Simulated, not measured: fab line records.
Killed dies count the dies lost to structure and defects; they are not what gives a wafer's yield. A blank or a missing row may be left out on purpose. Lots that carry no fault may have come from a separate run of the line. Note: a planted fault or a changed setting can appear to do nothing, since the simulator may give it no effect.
fab line records + flow nand_harc
[record]
- lots = 7
- wafers = 20
- last_day = 33
route steps=1302 shown A_CHANNEL_HOLE_D1@487 A_CHANNEL_FILL_D1@490 END@1302
lots with no fault: from the same line, run without faults
start_h: hours from the record's opening day to when the first of the lot's shown wafers began + wait_h: hours since the lot's step before + " unchanged from the row above + L1.1+2: several wafers, shown together as one row + - either no value or no given start + * or withheld: withheld + < > ~ a bound
route shown NAME@n: NAME is a module with steps in the file, n the number in the route of the first one + usual: mean and standard deviation over wafers with no fault + same: alike in all rows + chamber/n: place in a boat + sites: readings site by site + _std_site: standard deviation of those values + _edge_site: inner sites' mean taken away from outer sites' mean + radius_mm: for every site, how far away it sits from the centre of the wafer + mask NAME#n: copy n + behind: tool/chamber where the wafer was last shaped + hold: why the lot was held/for how many hours/how that ended + device: whichever transistor did not switch (one of n, p or np) + end of line: tests of these same wafers at the route's end + for a step that has no rows: nothing shown but its recipe + killed: the dies lost at the first sort to structure and to defects; this is not the yield of the wafer + map: the dies of a wafer, with x for killed, . for not killed, _ for no die there
set.NAME: the setting as run; set.NAME@STEP: as run at that earlier step + model.NAME: the simulator's own value behind a step, which no gauge read
a table for each step, a row for each wafer; lots at some steps of the route
services: when a tool's chamber went out of use (start_h, in hours from the record's first day, below 0 if earlier), for how many hours, and the reason
[[steps]]
[step NHARC_A_CHANNEL_HOLE_D1_CD_MEAS_30]
[usual]
- cd_nm = 89.9/1.3
| lot.wafer | tool      | chamber | start_h | wait_h | cd_nm |
|-----------|-----------|---------|---------|--------|-------|
| L831.2    | cd_sem-02 | -       | 182.47  | -      | 88.0  |
| L831.5    | "         | -       | "       | "      | 86.8  |
| L831.6    | "         | -       | "       | "      | 86.8  |
| L836.2    | cd_sem-03 | -       | 236.97  | -      | 91.1  |
| L836.3    | "         | -       | "       | "      | 90.3  |
| L836.5    | "         | -       | "       | "      | 91.9  |
| L843.3    | cd_sem-01 | -       | 302.85  | -      | 90.2  |
| L843.6    | "         | -       | "       | "      | 89.2  |
| L844.1    | cd_sem-03 | -       | 325.30  | -      | 88.9  |
| L844.4    | "         | -       | "       | "      | 88.8  |
| L844.6    | "         | -       | "       | "      | 89.4  |
| L845.2    | cd_sem-03 | -       | 338.24  | -      | 88.1  |
| L845.5    | "         | -       | "       | "      | 88.2  |
| L845.6    | "         | -       | "       | "      | 91.0  |
| L851.1    | cd_sem-02 | -       | 392.93  | -      | 90.4  |
| L851.2    | "         | -       | "       | "      | 91.8  |
| L851.6    | "         | -       | "       | "      | 88.3  |
| L854.2    | cd_sem-03 | -       | 423.28  | -      | 89.6  |
| L854.3    | "         | -       | "       | "      | 91.4  |
| L854.6    | "         | -       | "       | "      | 88.9  |
[step NHARC_A_CHANNEL_HOLE_D1_XSEM_31]
[recipe]
- landing_energy_ev = 35000
[usual]
- bot_cd_nm = 74.6/1.4
- bow_nm = 8.52/0.3
- tilt_deg = 0.07/0.048
| lot.wafer | tool    | chamber | start_h | wait_h | bot_cd_nm | bow_nm | tilt_deg |
|-----------|---------|---------|---------|--------|-----------|--------|----------|
| L831.2    | xsem-02 | 0       | 182.57  | 0.1    | 72.5      | 9.03   | 0.09     |
| L831.5    | "       | 0       | "       | "      | 72.5      | 9.00   | 0.09     |
| L831.6    | "       | 0       | "       | "      | 71.7      | 9.00   | 0.09     |
| L836.2    | xsem-02 | 0       | 237.07  | 0.1    | 76.0      | 8.58   | 0.14     |
| L836.3    | "       | 0       | "       | "      | 75.0      | 8.49   | 0.14     |
| L836.5    | "       | 0       | "       | "      | 76.8      | 8.58   | 0.14     |
| L843.3    | xsem-01 | 0       | 302.94  | 0.1    | 75.5      | 8.47   | 0.04     |
| L843.6    | "       | 0       | "       | "      | 73.6      | 8.52   | 0.04     |
| L844.1    | xsem-01 | 0       | 325.39  | 0.1    | 74.0      | 8.86   | 0.13     |
| L844.4    | "       | 0       | "       | "      | 73.3      | 8.80   | 0.13     |
| L844.6    | "       | 0       | "       | "      | 74.1      | 8.85   | 0.13     |
| L845.2    | xsem-01 | 0       | 338.33  | 0.1    | 73.3      | 8.09   | 0.00     |
| L845.5    | "       | 0       | "       | "      | 72.9      | 8.14   | 0.01     |
| L845.6    | "       | 0       | "       | "      | 75.3      | 8.12   | 0.00     |
| L851.1    | xsem-02 | 0       | 393.02  | 0.1    | 75.3      | 7.93   | 0.11     |
| L851.2    | "       | 0       | "       | "      | 77.0      | 7.91   | 0.11     |
| L851.6    | "       | 0       | "       | "      | 73.8      | 7.85   | 0.11     |
| L854.2    | xsem-02 | 0       | 423.37  | 0.1    | 73.4      | 8.32   | 0.05     |
| L854.3    | "       | 0       | "       | "      | 75.5      | 8.43   | 0.05     |
| L854.6    | "       | 0       | "       | "      | 73.2      | 8.45   | 0.05     |
[step NHARC_A_CHANNEL_HOLE_D1_INSPECT_40]
[usual]
- raw_defect_count = 70/24
| lot.wafer | tool              | chamber | start_h | wait_h | raw_defect_count |
|-----------|-------------------|---------|---------|--------|------------------|
| L831.2    | defect_inspect-02 | -       | 182.66  | -      | 112              |
| L831.5    | "                 | -       | "       | "      | 106              |
| L831.6    | "                 | -       | "       | "      | 83               |
| L836.2    | defect_inspect-01 | -       | 237.16  | -      | 44               |
| L836.3    | "                 | -       | "       | "      | 43               |
| L836.5    | "                 | -       | "       | "      | 38               |
| L843.3    | defect_inspect-02 | -       | 303.03  | -      | 39               |
| L843.6    | "                 | -       | "       | "      | 73               |
| L844.1    | defect_inspect-01 | -       | 325.48  | -      | 81               |
| L844.4    | "                 | -       | "       | "      | 78               |
| L844.6    | "                 | -       | "       | "      | 83               |
| L845.2    | defect_inspect-02 | -       | 338.42  | -      | 80               |
| L845.5    | "                 | -       | "       | "      | 61               |
| L845.6    | "                 | -       | "       | "      | 63               |
| L851.1    | defect_inspect-02 | -       | 393.12  | -      | 79               |
| L851.2    | "                 | -       | "       | "      | 81               |
| L851.6    | "                 | -       | "       | "      | 84               |
| L854.2    | defect_inspect-01 | -       | 423.47  | -      | 26               |
| L854.3    | "                 | -       | "       | "      | 46               |
| L854.6    | "                 | -       | "       | "      | 53               |
[step NHARC_A_CHANNEL_FILL_D1_PRECLEAN_00]
[recipe]
- time_s = *
- temp_c = 50
- bath_age_min = 0
- chemistry = SC1
[step NHARC_A_CHANNEL_FILL_D1_SRD_01]
[step NHARC_A_CHANNEL_FILL_D1_ALD_02]
[recipe]
- target_thk_a = 60
- pulse_time_s = 10
- ald_cycles = 60
- temp_c = 300
- material = SiO2
[usual]
- heater_power_w = 462/70
- precursor_pulse_height_rel = 1.001/0.018
| lot.wafer | tool      | chamber | start_h | wait_h | heater_power_w | precursor_pulse_height_rel |
|-----------|-----------|---------|---------|--------|----------------|----------------------------|
| L831.2    | ald_hk-03 | 0       | 182.92  | -      | 483            | 0.991                      |
| L831.6    | "         | 3       | "       | "      | 527            | 0.985                      |
| L831.5    | "         | 0       | "       | "      | 477            | 0.993                      |
| L836.2    | ald_hk-01 | 2       | 237.44  | -      | 346            | 1.028                      |
| L836.3    | "         | 0       | "       | "      | 450            | 1.013                      |
| L836.5    | "         | 2       | "       | "      | 354            | 0.975                      |
| L843.3    | ald_hk-03 | 2       | 305.85  | -      | 439            | 1.006                      |
| L843.6    | "         | 2       | "       | "      | 425            | 0.973                      |
| L844.1    | ald_hk-02 | 0       | 325.68  | -      | 526            | 0.980                      |
| L844.4    | "         | 2       | "       | "      | 504            | 1.013                      |
| L844.6    | "         | 1       | "       | "      | 401            | 0.994                      |
| L845.2    | ald_hk-03 | 3       | 338.83  | -      | 538            | 0.969                      |
| L845.5    | "         | 0       | "       | "      | 510            | 0.991                      |
| L845.6    | "         | 1       | "       | "      | 471            | 1.019                      |
| L851.1    | ald_hk-02 | 2       | 393.31  | -      | 496            | 1.009                      |
| L851.2    | "         | 3       | "       | "      | 446            | 1.004                      |
| L851.6    | "         | 3       | "       | "      | 450            | 1.012                      |
| L854.3    | ald_hk-02 | 1       | 423.66  | -      | 414            | 0.995                      |
| L854.2    | "         | 2       | "       | "      | 496            | 0.982                      |
| L854.6    | "         | 2       | "       | "      | 499            | 1.018                      |
[step NHARC_A_CHANNEL_FILL_D1_ALD_03]
[recipe]
- target_thk_a = 60
- pulse_time_s = 60
- ald_cycles = 58
- temp_c = 630
- pressure_torr = 2
- material = SiNx
[step NHARC_A_CHANNEL_FILL_D1_ALD_14]
[recipe]
- target_thk_a = 25
- pulse_time_s = 10
- ald_cycles = 25
- temp_c = 300
- material = SiO2
[usual]
- heater_power_w = 461/74
- precursor_pulse_height_rel = 1.000/0.02
| lot.wafer | tool      | chamber | start_h | wait_h | heater_power_w | precursor_pulse_height_rel |
|-----------|-----------|---------|---------|--------|----------------|----------------------------|
| L831.2    | ald_hk-01 | 1       | 189.99  | 0.2    | 586            | 0.981                      |
| L831.6    | "         | 2       | "       | "      | 347            | 0.997                      |
| L831.5    | "         | 3       | "       | "      | 349            | 1.036                      |
| L836.3    | ald_hk-03 | 0       | 244.36  | 0.1    | 516            | 0.976                      |
| L836.2    | "         | 2       | "       | "      | 435            | 1.005                      |
| L836.5    | "         | 3       | "       | "      | 533            | 0.999                      |
| L843.3    | ald_hk-03 | 0       | 312.81  | 0.0    | 511            | 0.969                      |
| L843.6    | "         | 1       | "       | "      | 455            | 0.974                      |
| L844.4    | ald_hk-02 | 3       | 332.77  | 0.1    | 438            | 1.052                      |
| L844.1    | "         | 0       | "       | "      | 521            | 0.973                      |
| L844.6    | "         | 1       | "       | "      | 395            | 0.977                      |
| L845.2    | ald_hk-03 | 0       | 344.91  | 0.2    | 518            | 0.997                      |
| L845.5    | "         | 1       | "       | "      | 467            | 0.978                      |
| L845.6    | "         | 2       | "       | "      | 439            | 0.992                      |
| L851.2    | ald_hk-02 | 3       | 400.35  | 0.0    | 446            | 0.991                      |
| L851.1    | "         | 0       | "       | "      | 494            | 0.979                      |
| L851.6    | "         | 3       | "       | "      | 440            | 1.009                      |
| L854.3    | ald_hk-02 | 3       | 431.90  | 1.3    | 440            | 1.023                      |
| L854.2    | "         | 1       | "       | "      | 405            | 0.977                      |
| L854.6    | "         | 0       | "       | "      | 498            | 1.005                      |
[step NHARC_A_CHANNEL_FILL_D1_ALD_15]
[recipe]
- target_thk_a = 20
- pulse_time_s = 60
- ald_cycles = 19
- temp_c = 630
- pressure_torr = 2
- material = SiNx
[usual]
- precursor_pulse_height_rel = 1.001/0.022
| lot.wafer | tool             | chamber | start_h | wait_h | precursor_pulse_height_rel |
|-----------|------------------|---------|---------|--------|----------------------------|
| L831.2    | ald_sin_batch-02 | 0       | -       | -      | 1.007                      |
| L831.5    | "                | 0       | "       | "      | 1.030                      |
| L831.6    | "                | 0       | "       | "      | 0.966                      |
| L836.2    | ald_sin_batch-03 | 0       | -       | -      | 1.012                      |
| L836.3    | "                | 0       | "       | "      | 0.980                      |
| L836.5    | "                | 0       | "       | "      | 1.016                      |
| L843.3    | ald_sin_batch-03 | 0       | -       | -      | 0.951                      |
| L843.6    | "                | 0       | "       | "      | 0.973                      |
| L844.1    | ald_sin_batch-02 | 0       | -       | -      | 1.013                      |
| L844.4    | "                | 0       | "       | "      | 0.973                      |
| L844.6    | "                | 0       | "       | "      | 0.994                      |
| L845.2    | ald_sin_batch-02 | 0       | -       | -      | 0.994                      |
| L845.5    | "                | 0       | "       | "      | 1.001                      |
| L845.6    | "                | 0       | "       | "      | 1.009                      |
| L851.1    | ald_sin_batch-01 | 0       | -       | -      | 0.999                      |
| L851.2    | "                | 0       | "       | "      | 0.997                      |
| L851.6    | "                | 0       | "       | "      | 0.985                      |
| L854.2    | ald_sin_batch-02 | 0       | -       | -      | 1.018                      |
| L854.3    | "                | 0       | "       | "      | 1.046                      |
| L854.6    | "                | 0       | "       | "      | 1.006                      |
[step NHARC_A_CHANNEL_FILL_D1_ALD_16]
[recipe]
- target_thk_a = 15
- pulse_time_s = 10
- ald_cycles = 15
- temp_c = 300
- material = SiO2
[usual]
- heater_power_w = 463/69
- precursor_pulse_height_rel = 0.997/0.02
| lot.wafer | tool      | chamber | start_h | wait_h | heater_power_w | precursor_pulse_height_rel |
|-----------|-----------|---------|---------|--------|----------------|----------------------------|
| L831.2    | ald_hk-01 | 0       | 195.50  | 0.5    | 454            | 0.995                      |
| L831.6    | "         | 3       | "       | "      | 357            | 0.981                      |
| L831.5    | "         | 0       | "       | "      | 440            | 1.031                      |
| L836.3    | ald_hk-03 | 0       | 250.20  | 0.8    | 502            | 0.998                      |
| L836.2    | "         | 1       | "       | "      | 460            | 1.035                      |
| L836.5    | "         | 3       | "       | "      | 532            | 1.024                      |
| L843.3    | ald_hk-01 | 1       | 317.99  | 0.1    | 581            | 0.992                      |
| L843.6    | "         | 0       | "       | "      | 455            | 0.957                      |
| L844.4    | ald_hk-03 | 0       | 338.28  | 0.5    | 524            | 1.015                      |
| L844.1    | "         | 1       | "       | "      | 481            | 1.012                      |
| L844.6    | "         | 3       | "       | "      | 529            | 1.008                      |
| L845.2    | ald_hk-03 | 3       | 350.13  | 0.2    | 536            | 1.003                      |
| L845.5    | "         | 3       | "       | "      | 539            | 1.017                      |
| L845.6    | "         | 0       | "       | "      | 516            | 1.048                      |
| L851.2    | ald_hk-01 | 1       | 402.83  | 0.1    | 580            | 1.016                      |
| L851.1    | "         | 2       | "       | "      | 342            | 0.995                      |
| L851.6    | "         | 1       | "       | "      | 573            | 1.013                      |
| L854.2    | ald_hk-03 | 2       | 437.06  | 0.0    | 440            | 0.989                      |
| L854.3    | "         | 1       | "       | "      | 480            | 1.002                      |
| L854.6    | "         | 3       | "       | "      | 515            | 1.023                      |
[step NHARC_A_CHANNEL_FILL_D1_ANNEAL_17]
[recipe]
- temp_c = 850
- time_s = 1800
[step NHARC_A_CHANNEL_FILL_D1_CVD_18]
[recipe]
- target_thk_a = 30
- temp_c = 550
- material = poly-Si
[step NHARC_A_CHANNEL_FILL_D1_ETCHBACK_19]
[recipe]
- target_depth_a = 50
- time_s = 1.7
- hbr_flow_sccm = 150
- cl2_flow_sccm = 50
- rf_w = 400
- icp_w = 400
- bias_w = 100
- chemistry = HBr/Cl2
[usual]
- drypump_motor_current_A = 5.8/0.42
- mfc_cl2_sccm = 49.99/0.16
- oes_product_au = 1.004/0.0095
- rf_fwd_power_W = 390.5/1.5
- throttle_valve_pct = 26.406/0.0085
| lot.wafer | tool      | chamber | start_h | wait_h | drypump_motor_current_A | mfc_cl2_sccm | oes_product_au | rf_fwd_power_W | rf_hours_counter_h | throttle_valve_pct |
|-----------|-----------|---------|---------|--------|-------------------------|--------------|----------------|----------------|--------------------|--------------------|
| L831.2    | rie_si-06 | 3       | 207.33  | 0.4    | 6.2                     | 49.68        | 0.998          | 390.9          | 0.7                | 26.414             |
| L831.6    | "         | 2       | "       | "      | 5.6                     | 50.09        | 1.023          | 390.3          | -                  | 26.394             |
| L831.5    | "         | 3       | "       | "      | 6.2                     | 50.04        | 1.003          | 390.5          | -                  | 26.407             |
| L836.3    | rie_si-01 | 1       | 265.91  | 0.4    | 5.3                     | 50.07        | 1.015          | 388.5          | 0.3                | 26.411             |
| L836.2    | "         | 2       | "       | "      | 5.6                     | 50.08        | 1.001          | 389.9          | 0.3                | 26.406             |
| L836.5    | "         | 1       | "       | "      | 5.3                     | 49.94        | 1.014          | 388.2          | -                  | 26.403             |
| L843.3    | rie_si-06 | 1       | 329.90  | 0.4    | 5.3                     | 50.04        | 1.207          | 393.9          | 0.5                | 26.418             |
| L843.6    | "         | 0       | "       | "      | 5.9                     | 50.17        | 1.200          | 391.2          | -                  | 26.405             |
| L844.1    | rie_si-06 | 2       | 350.12  | 0.4    | 5.6                     | 49.87        | 0.995          | 391.6          | 0.5                | 26.407             |
| L844.4    | "         | 1       | "       | "      | 5.3                     | 49.74        | 1.012          | 391.3          | 0.6                | 26.407             |
| L844.6    | "         | 2       | "       | "      | 5.6                     | 49.82        | 1.196          | 390.6          | -                  | 26.409             |
| L845.2    | rie_si-06 | 3       | 361.91  | 0.4    | 6.3                     | 50.11        | 1.015          | 389.1          | 0.5                | 26.395             |
| L845.5    | "         | 3       | "       | "      | 6.2                     | 49.87        | 1.012          | 390.3          | -                  | 26.414             |
| L845.6    | "         | 2       | "       | "      | 5.6                     | 49.98        | 1.182          | 388.5          | -                  | 26.395             |
| L851.1    | rie_si-01 | 3       | 414.77  | 0.4    | 6.5                     | 49.96        | 1.009          | 389.4          | 0.2                | 26.405             |
| L851.2    | "         | 1       | "       | "      | 5.3                     | 49.99        | 1.009          | 390.7          | 0.2                | 26.403             |
| L851.6    | "         | 2       | "       | "      | 5.6                     | 49.94        | 1.011          | 389.6          | -                  | 26.395             |
| L854.3    | rie_si-01 | 1       | 449.06  | 0.4    | 5.3                     | 49.90        | 0.994          | 390.2          | 0.5                | 26.418             |
| L854.2    | "         | 3       | "       | "      | 6.5                     | 49.97        | 1.001          | 389.1          | 0.5                | 26.403             |
| L854.6    | "         | 0       | "       | "      | 5.9                     | 49.71        | 1.003          | 390.8          | -                  | 26.413             |
[step NHARC_A_CHANNEL_FILL_D1_ETCHBACK_20]
[recipe]
- target_depth_a = 270
- time_s = 13.5
- c4f8_flow_sccm = withheld
- o2_flow_sccm = 8
- ar_flow_sccm = withheld
- rf_w = 600
- bias_w = 1500
- chemistry = C4F8/O2/Ar
[step NHARC_END_SORT_01]
[recipe]
- temp_c = 25
[usual]
- killed_at_array = 54/17
- killed_at_other = 1.0/1.4
- killed_at_periphery = 3.6/2.1
- killed_dies = 58/17
- killed_open = 3.2/2
- killed_short = 2.5/1.5
[same]
- gross_dies = 677
| lot.wafer | tool      | chamber | start_h | wait_h | killed_at_array | killed_at_other | killed_at_periphery | killed_dies | killed_open | killed_short |
|-----------|-----------|---------|---------|--------|-----------------|-----------------|---------------------|-------------|-------------|--------------|
| L843.3    | prober-01 | 0       | 688.54  | 3.1    | 16              | 0               | 4                   | 20          | 2           | 0            |
| L843.6    | prober-01 | 0       | 690.99  | 4.1    | 16              | 0               | 7                   | 23          | 5           | 0            |
| L844.1    | prober-02 | 0       | 695.95  | 2.5    | 78              | 0               | 1                   | 79          | 1           | 2            |
| L844.4    | prober-02 | 0       | 698.41  | 3.5    | 62              | 1               | 4                   | 67          | 5           | 0            |
| L844.6    | prober-02 | 0       | 700.05  | 4.1    | 75              | 0               | 1                   | 76          | 1           | 2            |
| L845.2    | prober-02 | 0       | 711.74  | 2.8    | 63              | 0               | 6                   | 69          | 7           | 1            |
| L845.5    | prober-02 | 0       | 714.11  | 3.7    | 60              | 0               | 4                   | 64          | 2           | 3            |
| L845.6    | prober-02 | 0       | 714.90  | 4.0    | 46              | 0               | 1                   | 47          | 1           | 2            |
// killed by level:class
L843.3 A_CHANNEL_HOLE_D1:chamber_film_flake=8 P_BONDPAD:chamber_film_flake=3 A_SLIT:chamber_film_flake=2 A_CONTACT:chamber_film_flake=2 A_BLC:chamber_film_flake=2 P_CONTACT:geometric_particle:open=1 A_M0:geometric_particle:open=1 A_CHANNEL_FILL_D2:chamber_film_flake=1
L843.6 A_CHANNEL_HOLE_D1:chamber_film_flake=6 P_BONDPAD:chamber_film_flake=3 P_CONTACT:geometric_particle:open=2 A_WL_FILL:chamber_film_flake=2 A_STAIRCASE:chamber_film_flake=2 A_CONTACT:chamber_film_flake=2 P_GATE:geometric_particle:open=1 A_ONON_D1:geometric_particle:open=1
L844.1 A_CHANNEL_HOLE_D2:chamber_film_flake=31 A_CHANNEL_HOLE_D1:chamber_film_flake=28 A_CHANNEL_FILL_D2:chamber_film_flake=5 A_SGD_CUT:chamber_film_flake=4 A_CONTACT:chamber_film_flake=4 A_WL_FILL:chamber_film_flake=2 P_CONTACT:geometric_particle:short=1 A_ONON_D2:geometric_particle:open=1
L844.4 A_CHANNEL_HOLE_D1:chamber_film_flake=30 A_CHANNEL_HOLE_D2:chamber_film_flake=20 A_CHANNEL_FILL_D2:chamber_film_flake=3 A_SGD_CUT:chamber_film_flake=3 P_ZERO_WELL:chamber_film_flake=2 A_CONTACT:chamber_film_flake=2 P_CONTACT:geometric_particle:open=1 P_M0:geometric_particle:open=1
L844.6 A_CHANNEL_HOLE_D1:chamber_film_flake=36 A_CHANNEL_HOLE_D2:chamber_film_flake=19 A_CONTACT:chamber_film_flake=5 A_CHANNEL_FILL_D2:chamber_film_flake=4 A_SGD_CUT:chamber_film_flake=3 A_SLIT:chamber_film_flake=3 P_CONTACT:geometric_particle:short=1 A_STAIRCASE:geometric_particle:open=1
L845.2 A_SLIT:chamber_film_flake=38 A_CHANNEL_HOLE_D1:chamber_film_flake=15 P_CONTACT:geometric_particle:open=2 P_M0:geometric_particle:open=2 A_BLC:chamber_film_flake=2 A_STAIRCASE:chamber_film_flake=2 A_CONTACT:chamber_film_flake=2 P_M1:geometric_particle:open=1
L845.5 A_SLIT:chamber_film_flake=40 A_CHANNEL_HOLE_D1:chamber_film_flake=4 A_STAIRCASE:chamber_film_flake=4 A_CONTACT:chamber_film_flake=4 A_M0:geometric_particle:open=2 P_STI:chamber_film_flake=2 P_GATE:chamber_film_flake=2 A_ONON_D1:geometric_particle:short=1
L845.6 A_SLIT:chamber_film_flake=32 A_CHANNEL_HOLE_D1:chamber_film_flake=7 A_CONTACT:chamber_film_flake=4 A_ONON_D2:geometric_particle:short=1 A_CHANNEL_HOLE_D1:geometric_particle:short=1 A_M1:geometric_particle:open=1 P_STI:chamber_film_flake=1
[[services]]
| tool             | chamber | start_h | hours | kind   |
|------------------|---------|---------|-------|--------|
| ald_hk-02        | -       | 170.00  | 10.0  | pm     |
| rie_si-06        | 0       | 186.16  | 4.9   | repair |
| rie_si-01        | -       | 193.00  | 9.0   | pm     |
| ald_hk-02        | -       | 199.25  | 89.3  | repair |
| ald_hk-03        | -       | 212.12  | 10.0  | pm     |
| rie_si-06        | -       | 249.00  | 9.0   | pm     |
| ald_sin_batch-02 | -       | 266.00  | 26.0  | pm     |
| ald_hk-03        | -       | 277.83  | 0.5   | repair |
| rie_si-01        | 0       | 288.43  | 2.5   | repair |
| ald_hk-01        | -       | 300.38  | 10.0  | pm     |
| ald_hk-02        | -       | 324.62  | 0.3   | repair |
| ald_hk-02        | -       | 336.19  | 3.0   | repair |
| rie_si-06        | 0       | 343.29  | 1.7   | repair |
| ald_hk-02        | -       | 348.34  | 10.0  | pm     |
| ald_hk-03        | -       | 356.53  | 1.1   | repair |
| rie_si-06        | 0       | 360.19  | 4.3   | repair |
| xsem-02          | -       | 365.73  | 0.2   | repair |
| rie_si-01        | -       | 370.00  | 9.0   | pm     |
| xsem-01          | -       | 374.00  | 14.0  | pm     |
| ald_hk-03        | -       | 392.94  | 10.0  | pm     |
| rie_si-06        | 1       | 400.19  | 54.6  | repair |
| ald_sin_batch-02 | -       | 416.34  | 8.0   | repair |
| rie_si-06        | -       | 426.00  | 9.0   | pm     |
| xsem-02          | -       | 427.06  | 3.4   | repair |
[[key]]
[first_sign]
- step = NHARC_A_CHANNEL_FILL_D1_ETCHBACK_19
- reading = oes_product_au
- direction = up
- sigmas = 20
- usual = 1.004
- struck = 1.196
effect none on later readings
met_at NHARC_A_CHANNEL_FILL_D1_ETCHBACK_19
struck_wafers L843.3,L843.6,L844.6,L845.6
tester_left_out L843,L844,L845
onset_between 207.33 329.90
[fault]
- kind = process_parameter_drift
- tool = rie_si-06
- chamber = -
- onset_h = 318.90
- steps = NHARC_A_CHANNEL_FILL_D1_ETCHBACK_19
- channel = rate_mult
- offset = 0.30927
- shape = step
- end_h = 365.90
- scope = struck_wafers_only
// tester_left_out: of these lots the tester's yield and bins aren't shown, on N5 and GAA mostly nor the transistor test; their killed dies are dies lost to structure and defects alone, not to doping, threshold or leakage, so they don't give the yield
